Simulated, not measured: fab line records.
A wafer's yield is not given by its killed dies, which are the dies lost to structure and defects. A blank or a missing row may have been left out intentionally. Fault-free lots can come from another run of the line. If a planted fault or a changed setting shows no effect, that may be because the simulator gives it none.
The tool behind it: which one? ; flow nand-harc ; 31 wafers from 11 lots sampled at 7 of the route's 1302 steps

## WHAT THE GAUGES SHOWED, per wafer
NHARC_A_BLC_CD_MEAS_10: target cd 100 nm.
lot;measured;on;cd-nm (nm)
L990;day 22 13:20;cd-sem-03;100.9 100.7 101.5
L991;day 23 00:46;cd-sem-02;100.0 99.3 99.3
L989;day 23 02:26;cd-sem-03;99.8 99.9 100.7
L993;day 23 17:03;cd-sem-03;100.7 100.9 100.2
L994;day 24 15:20;cd-sem-03;102.0 101.8 101.7
L995;day 24 17:44;cd-sem-02;99.2 98.7 99.2
L106;day 29 20:41;cd-sem-03;100.0 99.2
L105;day 29 22:18;cd-sem-02;99.9 100.6
L108;day 30 08:36;cd-sem-03;101.1 100.5 99.6
L109;day 30 22:47;cd-sem-02;99.9 100.3 99.9
L110;day 31 16:46;cd-sem-03;99.1 98.8 99.3

NHARC_A_M0_CD_MEAS_09: target cd 80 nm.
lot;measured;on;cd-nm (nm)
L990;day 22 17:22;cd-sem-03;79.5 79.9 80.0
L991;day 23 04:49;cd-sem-02;81.6 81.0 80.1
L989;day 23 06:22;cd-sem-02;80.4 79.4 80.4
L993;day 23 21:06;cd-sem-01;79.9 81.4 79.5
L994;day 24 19:14;cd-sem-01;77.9 79.1 79.0
L995;day 24 21:46;cd-sem-03;79.9 80.0 80.1
L106;day 30 00:44;cd-sem-03;85.3 80.4 85.2 80.5
L105;day 30 02:32;cd-sem-03;84.9 80.6 85.3 80.5
L108;day 30 13:44;cd-sem-02;80.0 81.4 80.3
L109;day 31 02:54;cd-sem-03;80.5 80.1 80.2
L110;day 31 20:49;cd-sem-01;78.8 78.9 80.2

NHARC_A_M0_CD_MEAS_16.
lot;measured;on;cd-nm (nm)
L990;day 22 17:51;cd-sem-02;79.0 81.0 80.1
L991;day 23 05:18;cd-sem-03;83.8 81.7 81.8
L989;day 23 06:52;cd-sem-01;82.1 79.5 80.1
L993;day 23 21:35;cd-sem-01;80.8 82.6 80.7
L994;day 24 19:43;cd-sem-01;78.0 79.8 79.1
L995;day 24 22:15;cd-sem-01;79.5 81.0 80.4
L106;day 30 04:04;cd-sem-03;86.4 80.5 86.8 80.4
L105;day 30 04:58;cd-sem-03;84.7 82.0 84.8 81.9
L108;day 30 14:13;cd-sem-02;81.2 80.7 81.7
L109;day 31 03:26;cd-sem-03;80.8 80.5 79.9
L110;day 31 21:20;cd-sem-01;78.3 78.9 79.3

NHARC_END_SORT_01.
lot;measured;on;defect-limited-yield (%);killed-at-array;killed-at-other;killed-at-periphery;killed-dies;killed-open;killed-short
L106;day 32 09:31;prober-01;90 91;62 60;0 0;5 1;67 61;1 4;1 3
L105;day 32 06:13;prober-02;90 91;53 54;0 0;12 10;65 64;4 1;1 2

## EACH LOT AND THE TOOL THAT RAN IT (in order: tool; ch and the chambers of the sampled wafers; start)
lot;NHARC_A_BLC_ALD_23;NHARC_A_M0_PEB_07;NHARC_A_M0_DESCUM_14
L990;ald-metal-04 ch 0,1,2, day 22 15:22;litho-track-01 ch 0, day 22 17:17;rie-diel-06 ch 0,2,3, day 22 17:34
L991;ald-metal-02 ch 1,2, day 23 02:47;litho-track-01 ch 0, day 23 04:44;rie-diel-01 ch 0,1, day 23 05:00
L989;ald-metal-04 ch 1,2, day 23 04:28;litho-track-01 ch 0, day 23 06:17;rie-diel-01 ch 0,1, day 23 06:34
L993;ald-metal-04 ch 1,2, day 23 19:04;litho-track-01 ch 0, day 23 21:01;rie-diel-01 ch 0,1,3, day 23 21:17
L994;ald-metal-01 ch 2,3, day 24 17:20;litho-track-04 ch 0, day 24 19:10;rie-diel-01 ch 0,1, day 24 19:25
L995;ald-metal-01 ch 2,3, day 24 19:44;litho-track-04 ch 0, day 24 21:41;rie-diel-06 ch 0,1,3, day 24 21:58
L106;ald-metal-01 ch 0, day 29 22:41;litho-track-04 ch 0, day 30 00:39;rie-diel-09 ch 1,2, day 30 03:47
L105;ald-metal-02 ch 0,1, day 30 00:22;litho-track-04 ch 0, day 30 02:27;rie-diel-01 ch 0,1, day 30 04:40
L108;ald-metal-02 ch 0,2,3, day 30 11:43;litho-track-01 ch 0, day 30 13:40;rie-diel-09 ch 0,1,2, day 30 13:56
L109;ald-metal-04 ch 0,2,3, day 31 00:47;litho-track-01 ch 0, day 31 02:49;rie-diel-09 ch 1,2,3, day 31 03:05
L110;ald-metal-02 ch 2,3, day 31 18:46;litho-track-06 ch 0, day 31 20:44;rie-diel-09 ch 1,3, day 31 20:59
- NHARC_A_BLC_ALD_23: deposits TiN, target thk 3 nm, pulse time 1 s, ald cycles 150.
- NHARC_A_M0_PEB_07: peb time 65 s.
- NHARC_A_M0_DESCUM_14: chemistry O2, time 3 s.

## AS READ BY THE TOOLS THEMSELVES (means over the sampled wafers that have a number; for cases with no such wafer, the mark the record gives instead)
NHARC_A_BLC_ALD_23.
lot;tool;heater-power-outer-w (W);heater-power-w (W);precursor-pulse-height-rel;susceptor-temp-C (C)
L990;ald-metal-04;690;1090;1.016;449.90
L991;ald-metal-02;674;1111;1.018;449.91
L989;ald-metal-04;659;1037;1.005;450.12
L993;ald-metal-04;692;1076;1.004;449.78
L994;ald-metal-01;677;1053;0.997;450.14
L995;ald-metal-01;665;1055;0.996;450.03
L106;ald-metal-01;660;1028;0.998;449.94
L105;ald-metal-02;705;1077;1.020;449.59
L108;ald-metal-02;741;1166;1.007;450.12
L109;ald-metal-04;704;1121;1.001;449.86
L110;ald-metal-02;735;1212;1.008;450.25

NHARC_A_M0_PEB_07.
lot;tool;resist-line-temp-C (C)
L990;litho-track-01;23.03
L991;litho-track-01;22.91
L989;litho-track-01;23.05
L993;litho-track-01;23.11
L994;litho-track-04;22.92
L995;litho-track-04;23.00
L106;litho-track-04;23.13
L105;litho-track-04;22.95
L108;litho-track-01;22.94
L109;litho-track-01;22.99
L110;litho-track-06;23.11

NHARC_A_M0_DESCUM_14.
lot;tool;drypump-motor-current-A (A);oes-product-au (a.u.);rf-vpp-V (V);showerhead-plenum-p-Torr (Torr);throttle-valve-pct (%)
L990;rie-diel-06;5.8;0.989;57.2;1.94;11.302
L991;rie-diel-01;5.5;0.999;56.9;1.93;11.315
L989;rie-diel-01;5.8;0.995;57.1;1.91;11.307
L993;rie-diel-01;5.8;1.004;57.5;1.96;11.313
L994;rie-diel-01;5.5;1.006;57.1;1.93;11.316
L995;rie-diel-06;6.1;1.001;59.0;1.97;11.306
L106;rie-diel-09;5.6;1.000;57.5;1.92;11.320
L105;rie-diel-01;5.7;0.999;58.5;1.92;11.311
L108;rie-diel-09;5.6;0.999;58.1;1.89;11.316
L109;rie-diel-09;5.6;0.995;57.8;1.93;11.311
L110;rie-diel-09;5.4;1.003;58.2;1.95;11.318

## THE ANSWER, worked out from the rows above alone
Rule: the lots themselves supply what counts as usual. Put in order of their means at a reading, lots are off if they are a third of the lots or fewer, leave a main group of 4 or more, and stand apart from it by a gap of 3 or more times the standard deviation of the main group's means; of several such gaps the widest counts. If all means in a main group match to the digits the tables above print for the reading, that group is not used. A lot without any number at a reading at which 4 lots or more have one is off too. The other lots that the step has rows for count as sound. First the gauges in route order, then the tools' own readings, where a lot's mean is used as printed above. The first step at which some lot is off is used, and at that step the reading that is off furthest; a lot without a number counts as furthest.
Off at NHARC_A_M0_CD_MEAS_09 (cd-nm): L106, L105. Main group: mean 80.0 nm, sd 0.63.
If a tool, at a process step before that reading, ran all the lots that are off and no sound lot after the first of them, it fits. Gauges at NHARC_A_M0_CD_MEAS_09: tried the same way as those tools. One candidate fits, namely litho-track-04 at NHARC_A_M0_PEB_07. Its last sound lot is L995 (day 24 21:41), its first lot that is off L106 (day 30 00:39): a fault that began between those two fits.

## WHAT THE SIMULATOR HAD PUT IN
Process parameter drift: litho-track-04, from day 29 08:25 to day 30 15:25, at NHARC_A_M0_PEB_07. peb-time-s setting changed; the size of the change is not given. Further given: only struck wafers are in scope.
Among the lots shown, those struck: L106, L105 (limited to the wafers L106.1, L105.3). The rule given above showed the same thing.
